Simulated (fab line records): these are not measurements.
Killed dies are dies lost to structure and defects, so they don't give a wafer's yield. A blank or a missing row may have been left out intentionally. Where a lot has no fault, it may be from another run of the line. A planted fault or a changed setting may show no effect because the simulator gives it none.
Which tool was responsible? + flow n5 finfet + Sampling: 24 lots, 72 wafers, 4 of 1938 route steps

## WHAT THE GAUGES SHOWED, per wafer
N5_BEOL_M12_CD_MEAS_17: the cd target is 140 nm. Usual: cd nm reads 140.0 nm (standard deviation 2.4).
| lot  | measured     | on        | cd nm (nm)        | flag |
|------|--------------|-----------|-------------------|------|
| L074 | day 10 10:46 | cd sem-02 | 142.6 143.5 141.4 |      |
| L076 | day 10 16:20 | cd sem-03 | 137.9 139.6 141.7 |      |
| L075 | day 10 23:38 | cd sem-01 | 139.0 139.7 142.3 |      |
| L078 | day 11 15:26 | cd sem-02 | 139.5 138.4 136.7 |      |
| L077 | day 12 00:27 | cd sem-01 | 140.2 140.0 140.6 |      |
| L079 | day 12 00:46 | cd sem-01 | 135.8 142.0 137.3 |      |
| L080 | day 12 14:22 | cd sem-01 | 141.4 139.4 144.6 |      |
| L083 | day 12 19:16 | cd sem-01 | 140.6 141.1 137.3 |      |
| L081 | day 12 19:32 | cd sem-01 | 142.9 141.5 139.3 |      |
| L082 | day 12 20:15 | cd sem-01 | 142.0 141.1 141.6 |      |
| L085 | day 13 06:44 | cd sem-01 | 138.4 140.7 137.1 |      |
| L084 | day 13 12:16 | cd sem-02 | 140.1 142.4 140.3 |      |
| L086 | day 14 00:16 | cd sem-01 | 141.0 139.4 136.8 |      |
| L088 | day 14 00:32 | cd sem-02 | 140.6 143.0 140.0 |      |
| L087 | day 14 10:34 | cd sem-03 | 141.0 143.4 140.8 |      |
| L090 | day 14 15:07 | cd sem-02 | 144.0 140.7 143.9 |      |
| L092 | day 14 17:00 | cd sem-02 | 138.1 140.4 138.2 |      |
| L089 | day 14 17:38 | cd sem-02 | 136.8 136.6 139.2 |      |
| L091 | day 14 21:53 | cd sem-02 | 140.2 140.7 139.4 |      |
| L094 | day 15 13:58 | cd sem-02 | 139.9 142.5 145.5 |      |
| L095 | day 15 16:26 | cd sem-01 | 141.5 140.0 140.3 |      |
| L093 | day 15 17:47 | cd sem-01 | 137.4 138.0 139.3 |      |
| L097 | day 16 06:52 | cd sem-01 | 139.5 135.5 135.1 |      |
| L096 | day 16 10:09 | cd sem-02 | 143.3 141.3 139.5 |      |

N5_BEOL_M12_CD_MEAS_28: the cd target is 160.2 nm. Usual: cd nm reads 161.4 nm (standard deviation 2.1).
| lot  | measured     | on        | cd nm (nm)        | flag |
|------|--------------|-----------|-------------------|------|
| L074 | day 10 11:13 | cd sem-02 | 159.7 158.8 161.9 |      |
| L076 | day 10 16:47 | cd sem-02 | 161.8 161.5 165.9 |      |
| L075 | day 10 23:57 | cd sem-03 | 162.6 160.7 166.8 |      |
| L078 | day 11 15:53 | cd sem-01 | 160.9 158.6 160.9 |      |
| L077 | day 12 00:46 | cd sem-03 | 160.4 158.4 159.5 |      |
| L079 | day 12 01:07 | cd sem-02 | 163.5 161.1 162.1 |      |
| L080 | day 12 14:41 | cd sem-03 | 159.8 163.4 161.7 |      |
| L083 | day 12 19:43 | cd sem-01 | 163.1 160.8 159.4 |      |
| L081 | day 12 19:59 | cd sem-03 | 166.7 163.9 164.8 |      |
| L082 | day 12 20:42 | cd sem-03 | 159.2 160.6 160.7 |      |
| L085 | day 13 07:11 | cd sem-01 | 161.4 160.8 159.4 |      |
| L084 | day 13 12:44 | cd sem-02 | 162.2 162.5 162.9 |      |
| L086 | day 14 00:36 | cd sem-01 | 165.1 161.5 164.9 |      |
| L088 | day 14 00:52 | cd sem-02 | 159.8 162.1 160.8 |      |
| L087 | day 14 11:01 | cd sem-01 | 161.2 160.4 161.4 |      |
| L090 | day 14 15:34 | cd sem-03 | 160.4 163.4 159.3 |      |
| L092 | day 14 17:27 | cd sem-01 | 163.3 160.4 160.8 |      |
| L089 | day 14 17:58 | cd sem-03 | 159.8 159.9 158.6 |      |
| L091 | day 14 22:20 | cd sem-01 | 162.3 162.6 160.8 |      |
| L094 | day 15 14:18 | cd sem-01 | 162.4 162.6 159.1 |      |
| L095 | day 15 16:53 | cd sem-03 | 160.9 164.6 162.8 |      |
| L093 | day 15 18:07 | cd sem-02 | 157.2 158.3 159.1 |      |
| L097 | day 16 07:19 | cd sem-01 | 158.3 157.6 158.1 |      |
| L096 | day 16 10:29 | cd sem-02 | 162.5 163.4 162.2 |      |

N5_BEOL_M12_OCD_MEAS_35. Usual: trench depth nm reads 318 nm (standard deviation 5.7).
| lot  | measured     | on     | trench depth nm (nm) | flag |
|------|--------------|--------|----------------------|------|
| L074 | day 10 11:49 | ocd-02 | 323 320 323          |      |
| L076 | day 10 17:24 | ocd-02 | 316 319 320          |      |
| L075 | day 11 00:34 | ocd-01 | 311 312 326          |      |
| L078 | day 11 16:29 | ocd-01 | 316 321 317          |      |
| L077 | day 12 01:23 | ocd-01 | 312 320 323          |      |
| L079 | day 12 01:43 | ocd-02 | 314 322 310          |      |
| L080 | day 12 15:18 | ocd-01 | 315 318 314          |      |
| L083 | day 12 20:19 | ocd-01 | 321 332 314          |      |
| L081 | day 12 21:11 | ocd-02 | 320 316 319          |      |
| L082 | day 12 21:40 | ocd-02 | 317 322 319          |      |
| L085 | day 13 08:03 | ocd-02 | 317 313 334          |      |
| L084 | day 13 13:20 | ocd-02 | 325 319 320          |      |
| L086 | day 14 01:29 | ocd-01 | 318 316 322          |      |
| L088 | day 14 01:38 | ocd-02 | 317 314 316          |      |
| L087 | day 14 13:07 | ocd-01 | 308 319 318          |      |
| L090 | day 14 16:10 | ocd-02 | 308 316 312          |      |
| L092 | day 14 18:04 | ocd-01 | 314 316 317          |      |
| L089 | day 14 18:34 | ocd-01 | 318 310 320          |      |
| L091 | day 14 23:04 | ocd-02 | 322 321 322          |      |
| L094 | day 15 14:54 | ocd-02 | 311 321 321          |      |
| L095 | day 15 17:35 | ocd-02 | 306 318 318          |      |
| L093 | day 15 18:44 | ocd-01 | 331 313 317          |      |
| L097 | day 16 08:10 | ocd-01 | 318 320 317          |      |
| L096 | day 16 11:22 | ocd-02 | 317 325 326          |      |

N5_BEOL_M12_THK_MEAS_50: measures by xrf. Usual: M12_THK 325 nm, standard deviation 6.6.
| lot  | measured     | on            | M12_THK (nm) | flag |
|------|--------------|---------------|--------------|------|
| L074 | day 10 16:09 | film metro-02 | 329 325 327  |      |
| L076 | day 10 20:11 | film metro-01 | 324 328 329  |      |
| L075 | day 11 03:34 | film metro-02 | 314 316 331  |      |
| L078 | day 11 19:35 | film metro-01 | 325 330 324  |      |
| L077 | day 12 03:15 | film metro-01 | 328 334 339  |      |
| L079 | day 12 07:38 | film metro-02 | 320 326 314  |      |
| L080 | day 13 00:05 | film metro-02 | 317 323 317  |      |
| L083 | day 13 00:21 | film metro-01 | 328 340 322  |      |
| L081 | day 13 00:32 | film metro-01 | 328 325 326  |      |
| L082 | day 13 00:56 | film metro-01 | 324 331 328  |      |
| L085 | day 13 14:19 | film metro-02 | 320 316 340  |      |
| L084 | day 13 16:12 | film metro-01 | 334 330 332  |      |
| L086 | day 14 08:19 | film metro-02 | 318 318 326  |      |
| L088 | day 14 10:07 | film metro-02 | 321 318 324  |      |
| L087 | day 14 15:31 | film metro-02 | 310 321 321  |      |
| L090 | day 14 20:51 | film metro-01 | 318 325 319  |      |
| L092 | day 14 21:29 | film metro-02 | 317 319 321  |      |
| L089 | day 14 23:24 | film metro-01 | 325 316 326  |      |
| L091 | day 15 00:29 | film metro-02 | 331 331 329  |      |
| L094 | day 15 19:09 | film metro-02 | 319 329 329  |      |
| L095 | day 15 19:16 | film metro-02 | 313 326 325  |      |
| L093 | day 15 21:31 | film metro-02 | 338 320 323  |      |
| L097 | day 16 12:03 | film metro-01 | 330 331 330  |      |
| L096 | day 16 12:57 | film metro-02 | 319 328 329  |      |

## TOOL THAT RAN EACH LOT (tool first, then ch and the chambers of the sampled wafers, then the start)
Before these readings, the record contains no process step.

## WHAT THE TOOLS THEMSELVES READ (means of the sampled wafers that have a number; where no wafer has one, the mark that the record gives instead)
The record holds no such reading with a usual standard deviation.

## THE ANSWER, worked out from the rows above alone
Rule: lot off if the mean of its wafers having a number is beyond 3 standard deviations from the usual mean. Also off: a lot with no number at a reading for which 4 or more lots have one. Where the step has rows for the other lots, those lots are counted as sound. After the gauges, taken in route order, come the tools' own readings; for these a lot's mean is taken, as printed above. The first step at which some lot is off is used, and at that step the reading that is off furthest; a lot without a number counts as furthest.
Nothing can be told from this: no lot is off at any reading shown.

## WHAT WAS PUT IN BY THE SIMULATOR
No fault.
